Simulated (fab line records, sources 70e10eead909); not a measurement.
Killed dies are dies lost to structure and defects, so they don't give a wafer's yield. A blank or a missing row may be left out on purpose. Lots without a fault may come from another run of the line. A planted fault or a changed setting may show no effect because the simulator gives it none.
fab line records | flow nand_harc
record lots=12 wafers=36 last_day=24
route steps=1159 shown P_CONTACT@219 END@1159
lots that met no fault: from a run of the same line without faults
start_h: hours from the record's first day to the start of the lot's first wafer shown | wait_h: hours since the lot's step before | " the same as in the row above | L1.1+2: a row that stands for several wafers | - no value, or no start given | * or withheld: withheld | < > ~ a bound
route shown NAME@n: a module of which the file shows steps, and the number in the route of the first | usual: mean/standard deviation of fault-free wafers | same: alike in all rows | chamber/n: place in a boat | sites: the reading at each site | _std_site: their standard deviation | _edge_site: outer sites' mean less inner sites' | radius_mm: how far each site lies from the wafer's centre | mask NAME#n: copy n | behind: the tool/chamber that last shaped the wafer | hold: why the lot was held/for how many hours/how that ended | device: the transistor (n, p or np) that didn't switch | end of line: the same wafers' tests at the end of the route | a step without rows: its recipe alone | killed: dies lost to structure and defects at the first sort, not the wafer's yield | map: a wafer's dies, x killed, . not, _ none there
set.NAME: the setting as run; set.NAME@STEP: as run at that earlier step | model.NAME: the simulator's own value behind a step, which no gauge read
steps of the route over a sample of lots; a table a step, a row a wafer
services: from which hour (start_h, from the record's first day; less than 0 if before it) a tool's chamber was out of use, for how many hours, and why
## steps
# step NHARC_P_CONTACT_CMP_01
# recipe target_thk_nm=200 material=SiO2
# usual edge_zone_pressure_frac=1.000/0.0049 motor_current_A=12.2/0.95
# columns lot.wafer tool chamber start_h wait_h edge_zone_pressure_frac motor_current_A
L434.1 cmp-01 0 112.88 - 1.006 12.0
L434.3 " 1 " " 1.000 13.4
L434.6 " 3 " " 1.005 12.6
L435.3 cmp-02 2 119.36 - 1.001 12.2
L435.5 " 2 " " 1.001 11.7
L435.6 " 3 " " 0.997 11.6
L436.2 cmp-04 0 119.90 - 1.004 11.2
L436.4 " 1 " " 1.000 13.5
L436.5 " 3 " " 1.003 10.6
L438.4 cmp-04 0 134.90 - 0.995 11.4
L438.1 " 1 " " 1.008 13.5
L438.6 " 0 " " 1.003 11.8
L439.4 cmp-02 3 141.10 - 1.001 12.2
L439.1 " 0 " " 0.989 11.2
L439.6 " 3 " " 1.003 11.7
L443.1 cmp-02 0 162.04 - 1.007 10.5
L443.6 " 1 " " 0.996 13.4
L443.5 " 2 " " 0.998 11.5
L444.1 cmp-02 1 173.46 - 1.002 13.2
L444.5 " 1 " " 0.997 13.6
L444.6 " 2 " " 0.999 11.3
L445.2 cmp-02 1 175.26 - 1.000 13.0
L445.4 " 3 " " 1.007 11.8
L445.6 " 1 " " 1.003 13.6
L448.1 cmp-01 0 196.78 - 1.005 12.6
L448.4 " 1 " " 1.005 13.4
L448.6 " 2 " " 0.991 13.6
L452.4 cmp-01 1 207.25 - 0.996 14.0
L452.1 " 3 " " 1.000 12.8
L452.5 " 1 " " 0.998 13.9
L454.2 cmp-02 1 221.64 - 0.994 13.0
L454.3 " 3 " " 0.996 12.5
L454.1 " 0 " " 1.003 11.3
L457.1 cmp-02 1 253.81 - 0.990 13.2
L457.5 " 0 " " 0.998 11.6
L457.6 " 1 " " 0.994 13.2
# step NHARC_P_CONTACT_ETCH_35
# recipe target_depth_a=390 over_etch_frac=0.3 time_s=65 ion_energy_ev=80 cf4_flow_sccm=150 ar_flow_sccm=0 rf_w=300 bias_w=100 chemistry=CF4
# usual drypump_motor_current_A=5.6/0.46 mfc_ar_sccm=0.005/0.0085 oes_product_au=1.004/0.0095 rf_vpp_V=151.1/1.4 showerhead_plenum_p_Torr=1.76/0.084 throttle_valve_pct=13.284/0.0094
# same time_s=65
# columns lot.wafer tool chamber start_h wait_h drypump_motor_current_A mfc_ar_sccm oes_product_au rf_hours_counter_h rf_vpp_V showerhead_plenum_p_Torr throttle_valve_pct
L434.3 rie_diel-02 3 113.83 0.1 5.7 0.014 1.016 48 151.7 1.80 13.298
L434.1 " 0 " " 5.1 0.032 1.011 46 149.8 1.66 13.301
L434.6 " 2 " " 5.9 0 1.025 - 150.2 1.68 13.281
L435.3 rie_diel-08 0 120.49 0.1 6.5 0 1.003 14 151.7 1.84 13.290
L435.6 " 0 " " 6.4 0 0.996 - 150.6 1.84 13.286
L435.5 " 2 " " 5.4 0 0.998 - 149.0 1.65 13.289
L436.4 rie_diel-10 0 120.99 0.1 4.9 0.021 1.006 11 151.1 1.69 13.284
L436.2 " 1 " " 4.9 0 1.007 7 152.1 1.79 13.275
L436.5 " 3 " " 6.0 0 0.996 - 152.5 1.89 13.280
L438.1 rie_diel-02 2 136.01 0.1 5.8 0 1.013 56 149.7 1.68 13.281
L438.6 " 3 " " 5.7 0.014 0.980 - 151.1 1.80 13.265
L438.4 " 2 " " 5.8 0 1.000 - 149.8 1.68 13.278
L439.1 rie_diel-10 0 142.11 0.1 4.9 0.021 0.996 13 149.8 1.69 13.286
L439.4 " 3 " " 6.0 0 0.995 13 152.9 1.89 13.294
L439.6 " 1 " " 4.9 0 1.016 - 150.7 1.79 13.278
L443.1 rie_diel-02 3 163.11 0.1 5.7 0.014 1.012 1 152.4 1.80 13.278
L443.5 " 1 " " 6.0 0.012 1.016 - 151.9 1.76 13.274
L443.6 " 2 " " 5.9 0 1.022 - 151.5 1.68 13.290
L444.1 rie_diel-08 3 174.59 0.1 5.6 0.008 0.997 4 150.4 1.67 13.283
L444.6 " 0 " " 6.4 0 1.008 - 153.1 1.84 13.280
L444.5 " 1 " " 5.3 0 1.008 - 154.0 1.88 13.275
L445.4 rie_diel-08 3 176.35 0.1 5.6 0.008 0.994 4 150.4 1.67 13.291
L445.2 " 1 " " 5.4 0 1.000 4 151.7 1.87 13.291
L445.6 " 2 " " 5.4 0 0.999 - 148.7 1.65 13.284
L448.4 rie_diel-10 2 197.85 0.1 5.7 0 1.004 2 152.1 1.74 13.288
L448.1 " 3 " " 6.0 0 1.002 2 152.1 1.89 13.273
L448.6 " 2 " " 5.8 0 1.007 - 150.6 1.74 13.284
L452.1 rie_diel-10 3 208.22 0.1 6.0 0 1.000 4 152.6 1.89 13.282
L452.4 " 0 " " 5.0 0.021 1.018 4 151.3 1.69 13.290
L452.5 " 1 " " 4.9 0 0.872 - 151.3 1.78 13.285
L454.3 rie_diel-10 3 222.62 0.1 6.0 0 1.006 6 151.6 1.89 13.284
L454.1 " 0 " " 5.0 0.021 1.016 5 150.0 1.69 13.297
L454.2 " 1 " " 4.9 0 0.863 5 152.5 1.78 13.272
L457.1 rie_diel-08 0 254.89 0.1 6.5 0 0.996 12 152.2 1.84 13.284
L457.5 " 0 " " 6.5 0 1.005 - 152.8 1.84 13.290
L457.6 " 1 " " 5.4 0 1.008 - 151.7 1.87 13.279
# step NHARC_P_CONTACT_ETCH_31
# recipe target_depth_a=300 time_s=85.7 ion_energy_ev=120 over_etch_frac=1 ch3f_flow_sccm=50 o2_flow_sccm=30 ar_flow_sccm=200 rf_w=500 bias_w=100 chemistry=CH3F/O2
# usual ch3f_flow_sccm=49.98/0.14 drypump_motor_current_A=5.6/0.47 mfc_ar_sccm=200.0/0.55 oes_product_au=0.984/0.011 rf_vpp_V=244.0/1.8 showerhead_plenum_p_Torr=2.44/0.12 throttle_valve_pct=20.662/0.0085
# same time_s=85.7
# columns lot.wafer tool chamber start_h wait_h ch3f_flow_sccm drypump_motor_current_A mfc_ar_sccm oes_product_au rf_hours_counter_h rf_vpp_V showerhead_plenum_p_Torr throttle_valve_pct
L434.1 rie_diel-02 0 - - 50.06 5.1 200.6 0.981 46 242.2 2.30 20.668
L434.3 " 1 " " 49.76 6.0 199.3 0.985 49 243.3 2.45 20.667
L434.6 " 1 " " 49.95 6.0 199.5 0.989 - 243.5 2.45 20.693
L435.3 rie_diel-08 2 - - 49.82 5.4 199.4 0.970 15 242.0 2.29 20.654
L435.5 " 2 " " 49.80 5.4 199.6 0.963 - 244.9 2.29 20.660
L435.6 " 0 " " 50.08 6.5 200.1 0.975 - 245.8 2.56 20.667
L436.2 rie_diel-10 0 - - 50.00 5.0 200.0 0.988 11 244.6 2.35 20.665
L436.4 " 1 " " 50.04 4.9 199.1 0.996 8 245.0 2.49 20.669
L436.5 " 1 " " 50.04 4.9 199.9 0.988 - 244.9 2.49 20.651
L438.1 rie_diel-02 1 - - 49.89 6.0 199.9 0.972 57 244.2 2.45 20.651
L438.4 " 1 " " 49.88 6.0 200.5 0.984 - 243.3 2.45 20.666
L438.6 " 2 " " 49.95 5.8 200.0 1.001 - 242.2 2.33 20.663
L439.4 rie_diel-10 0 - - 50.37 4.9 199.5 0.967 13 243.7 2.35 20.661
L439.1 " 3 " " 50.05 6.0 200.1 0.987 14 247.0 2.63 20.659
L439.6 " 1 " " 50.09 4.9 199.9 0.981 - 244.1 2.49 20.657
L443.1 rie_diel-02 2 - - 50.14 5.8 200.4 1.006 1 242.8 2.33 20.661
L443.6 " 2 " " 49.88 5.9 199.2 1.010 - 242.3 2.33 20.660
L443.5 " 3 " " 50.28 5.7 200.4 0.984 - 243.7 2.50 20.660
L444.1 rie_diel-08 1 - - 50.28 5.4 199.5 0.998 4 245.2 2.61 20.665
L444.6 " 3 " " 49.89 5.5 199.9 0.983 - 244.1 2.32 20.656
L444.5 " 0 " " 50.16 6.4 199.2 0.984 - 245.9 2.56 20.666
L445.4 rie_diel-08 1 - - 49.94 5.4 199.6 0.977 4 246.2 2.61 20.658
L445.2 " 0 " " 50.03 6.4 200.5 0.991 4 245.2 2.56 20.657
L445.6 " 2 " " 49.92 5.5 200.0 0.987 - 241.9 2.29 20.674
L448.1 rie_diel-10 0 - - 50.12 5.0 201.2 0.986 3 243.6 2.34 20.668
L448.4 " 2 " " 49.86 5.8 199.7 0.984 3 244.0 2.42 20.658
L448.6 " 3 " " 50.04 6.0 199.9 0.986 - 246.2 2.63 20.654
L452.1 rie_diel-10 2 - - 50.17 5.8 200.2 0.989 5 243.8 2.42 20.669
L452.4 " 3 " " 49.97 6.0 198.9 0.990 5 245.4 2.63 20.658
L452.5 " 1 " " 50.14 4.9 199.7 0.995 - 244.8 2.48 20.662
L454.3 rie_diel-10 2 - - 49.83 5.7 200.0 0.980 7 242.6 2.42 20.664
L454.2 " 3 " " 50.02 6.0 199.5 0.984 7 246.2 2.63 20.658
L454.1 " 1 " " 49.89 4.9 200.1 0.994 6 243.9 2.48 20.674
L457.1 rie_diel-08 3 - - 50.01 5.5 200.5 0.983 12 243.0 2.32 20.671
L457.5 " 3 " " 49.93 5.6 200.5 0.967 - 242.8 2.32 20.656
L457.6 " 0 " " 49.98 6.5 199.6 0.983 - 245.0 2.56 20.648
# step NHARC_P_CONTACT_ALD_22
# recipe target_thk_a=30 pulse_time_s=1 ald_cycles=150 temp_c=450 material=TiN
# usual heater_power_w=1038/110 precursor_pulse_height_rel=1.003/0.021
# columns lot.wafer tool chamber start_h wait_h heater_power_w precursor_pulse_height_rel
L434.3 ald_metal-02 1 115.64 - 1048 0.926
L434.1 " 2 " " 1230 1.005
L434.6 " 0 " " 893 1.030
L435.3 ald_metal-01 3 122.41 - 976 0.995
L435.6 " 2 " " 1033 1.008
L435.5 " 3 " " 985 0.978
L436.4 ald_metal-02 3 122.79 - 1152 0.971
L436.2 " 1 " " 1030 1.011
L436.5 " 2 " " 1245 1.010
L438.1 ald_metal-01 1 137.88 - 1130 1.008
L438.4 " 2 " " 982 1.013
L438.6 " 2 " " 1040 1.004
L439.1 ald_metal-02 2 143.98 - 1272 0.980
L439.4 " 1 " " 1051 1.037
L439.6 " 3 " " 1152 1.015
L443.1 ald_metal-01 2 165.13 - 1027 0.984
L443.5 " 0 " " 985 1.010
L443.6 " 1 " " 1155 0.997
L444.1 ald_metal-03 0 176.38 - 888 0.959
L444.5 " 2 " " 1082 0.949
L444.6 " 3 " " 1022 1.003
L445.2 ald_metal-01 2 178.15 - 1014 1.031
L445.6 " 3 " " 953 1.022
L445.4 " 1 " " 1154 1.023
L448.4 ald_metal-03 0 199.65 - 898 1.030
L448.1 " 1 " " 847 1.004
L448.6 " 1 " " 846 1.026
L452.1 ald_metal-02 0 209.94 - 930 0.999
L452.4 " 2 " " 1209 0.984
L452.5 " 0 " " 915 1.014
L454.1 ald_metal-02 0 224.52 - 913 1.008
L454.2 " 1 " " 1058 0.975
L454.3 " 2 " " 1210 1.007
L457.1 ald_metal-03 2 256.74 - 1075 1.011
L457.6 " 1 " " 820 0.972
L457.5 " 2 " " 1091 1.001
# step NHARC_END_SORT_01
# recipe temp_c=25
# usual killed_at_array=29/11 killed_at_other=0.7/1.1 killed_at_periphery=3.1/2 killed_dies=33/11 killed_open=3.5/1.8 killed_short=2.0/1.4
# same gross_dies=677
# columns lot.wafer tool chamber start_h wait_h killed_at_array killed_at_other killed_at_periphery killed_dies killed_open killed_short
L454.2 prober-01 0 563.03 2.8 37 1 3 41 6 2
# killed by level:class
L454.2 A_CHANNEL_HOLE_D1:chamber_film_flake=25 A_CONTACT:chamber_film_flake=4 A_M1:geometric_particle:open=2 P_GATE:geometric_particle:open=1 A_CHANNEL_FILL_D1:geometric_particle:open=1 A_CHANNEL_FILL_D1:geometric_particle:short=1 A_SGD_CUT:geometric_particle:short=1 A_SGD_CUT:geometric_particle:open=1
## services
# columns tool chamber start_h hours kind
rie_diel-10 0 93.68 3.7 repair
ald_metal-03 - 96.83 0.5 repair
rie_diel-10 2 96.95 3.0 repair
ald_metal-01 - 102.00 10.0 pm
cmp-02 - 112.48 1.1 repair
rie_diel-08 1 113.04 8.9 repair
rie_diel-08 - 124.80 9.0 pm
rie_diel-02 0 129.22 26.0 repair
cmp-02 - 131.34 1.6 repair
ald_metal-02 - 132.00 1.2 repair
ald_metal-01 - 140.92 2.0 repair
ald_metal-03 - 144.00 10.0 pm
rie_diel-02 - 150.76 9.0 pm
cmp-01 - 156.02 1.3 repair
cmp-02 - 157.92 4.0 pm
ald_metal-01 0 168.53 27.1 repair
rie_diel-10 - 176.50 9.0 pm
cmp-01 - 180.98 4.0 pm
ald_metal-02 - 186.00 10.0 pm
ald_metal-02 - 215.23 2.1 repair
rie_diel-08 2 222.42 3.2 repair
rie_diel-08 3 226.48 5.6 repair
rie_diel-10 2 236.64 15.1 repair
cmp-02 - 255.92 4.0 pm
## key
first_sign step=NHARC_P_CONTACT_ETCH_35 reading=oes_product_au direction=down sigmas=14 usual=1.004 struck=0.867
effect none on later readings
met_at NHARC_P_CONTACT_ETCH_35
struck_lots L452,L454
struck_wafers L452.5,L454.2
tester_left_out L452,L454
not_acting_at NHARC_P_CONTACT_CMP_01,NHARC_P_CONTACT_ETCH_31,NHARC_P_CONTACT_ALD_22
onset_between 142.11 208.22
fault kind=process_parameter_drift tool=rie_diel-10 chamber=1 onset_h=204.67 steps=NHARC_P_CONTACT_ETCH_35 channel=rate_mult offset=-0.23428 shape=step end_h=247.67
# tester_left_out: of these lots the tester's yield and bins aren't shown, on N5 and GAA mostly nor the transistor test; their killed dies are dies lost to structure and defects alone, not to doping, threshold or leakage, so they don't give the yield
